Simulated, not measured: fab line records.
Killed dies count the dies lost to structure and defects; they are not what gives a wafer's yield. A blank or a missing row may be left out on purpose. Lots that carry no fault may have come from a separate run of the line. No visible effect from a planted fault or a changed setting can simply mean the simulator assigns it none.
Matching of chambers -- flow n5Finfet -- N5_BEOL_M5_ILD_DEP_00 on pecvd-02 has 3 sister chambers
The step deposits SiCOH lowk from DEMS/porogen, target thk 140.64 nm, time 25.9 s. 6 wafers are shown with their chamber, then 9 later ones without.

WAFERS, EACH WITH ITS CHAMBER
wafer,chamber,throttleValvePct (%),showerheadVppV (V)
L077.3,2,13.9,1377
L077.6,2,13.7,1379
L082.1,1,14.8,1308
L088.2,0,14.7,1319
L088.4,1,14.5,1264
L088.6,0,14.8,1304

WAFERS MISSING THEIR CHAMBER
wafer,throttleValvePct (%),showerheadVppV (V)
L091.1,14.6,1296
L091.2,12.6,1349
L091.6,14.6,1275
L093.2,14.3,1286
L093.4,14.6,1304
L093.5,14.4,1284
L096.1,14.6,1324
L096.2,14.5,1319
L096.3,13.0,1364

THE CHAMBER EACH PASSED THROUGH
wafer,from the rows above,in truth
L091.1,can't be placed: 1 or 0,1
L091.2,2,2
L091.6,can't be placed: 1 or 0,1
L093.2,can't be placed: 1 or 0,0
L093.4,can't be placed: 1 or 0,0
L093.5,can't be placed: 1 or 0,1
L096.1,can't be placed: 0 or 1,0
L096.2,can't be placed: 0 or 1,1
L096.3,2,2
Correct placement for 2 of the 9. Can't be placed from these rows: 7 (the true chamber is among the candidates in 7). 0 placed wrongly.
How it was worked out, from the rows above alone: a wafer's distance from a chamber is the root of the sum, over the readings, of the square of ((its reading less the chamber's mean) divided by the reading's scatter). If the next closest chamber is less than 2 further off than the closest, the wafer can't be placed; otherwise it belongs to the closest. Each chamber's mean is taken over the wafers shown for it. The scatter: the root of (the sum of the squares of (reading less its chamber's mean) over the shown wafers, divided by (wafers less chambers)).
